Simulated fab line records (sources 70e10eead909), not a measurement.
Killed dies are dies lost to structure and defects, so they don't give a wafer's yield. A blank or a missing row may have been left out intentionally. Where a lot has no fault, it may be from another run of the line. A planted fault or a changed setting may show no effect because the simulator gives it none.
Matching of chambers	flow nand-harc	NHARC_A_STAIRCASE_ETCH_313 on rie-diel-01 has 4 sister chambers
The step etches the open film in CF4/CHF3. 8 wafers are shown with their chamber, then 9 later ones without.

EACH WAFER AND ITS CHAMBER
wafer	chamber	drypump-motor-current-A (A)	showerhead-plenum-p-Torr (Torr)
L085.3	0	6.7	1.48
L085.6	1	6.1	1.56
L088.1	1	6.1	1.55
L088.2	2	6.1	1.54
L088.4	2	6.1	1.54
L090.2	3	6.3	1.55
L090.3	0	6.7	1.47
L090.6	3	6.4	1.55

WAFERS MISSING THEIR CHAMBER
wafer	drypump-motor-current-A (A)	showerhead-plenum-p-Torr (Torr)
L093.3	6.3	1.55
L093.5	6.1	1.55
L093.6	6.7	1.47
L092.1	6.3	1.55
L092.3	6.1	1.55
L092.5	6.1	1.55
L094.2	6.1	1.55
L094.4	6.7	1.47
L094.5	6.1	1.55

WHICH CHAMBER EACH ONE RAN IN
wafer	from the rows above	in truth
L093.3	3	3
L093.5	can't be placed: 1 or 2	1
L093.6	0	0
L092.1	3	3
L092.3	can't be placed: 1 or 2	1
L092.5	can't be placed: 1 or 2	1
L094.2	can't be placed: 1 or 2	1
L094.4	0	0
L094.5	can't be placed: 1 or 2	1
Placed correctly: 4 of 9. Can't be placed from these rows: 5 (the true chamber is among the candidates in 5). 0 placed wrongly.
How it was worked out, from the rows above alone: a wafer's distance from a chamber is the root of the sum, over the readings, of the square of ((its reading less the chamber's mean) divided by the reading's scatter). If the next closest chamber is less than 2 further off than the closest, the wafer can't be placed; otherwise it belongs to the closest. For every chamber, the mean is computed from those of its wafers that are shown. How the scatter is found: for the shown wafers, subtract from each reading the mean of its chamber, square and add these, divide the total by (wafers less chambers), then take the root.
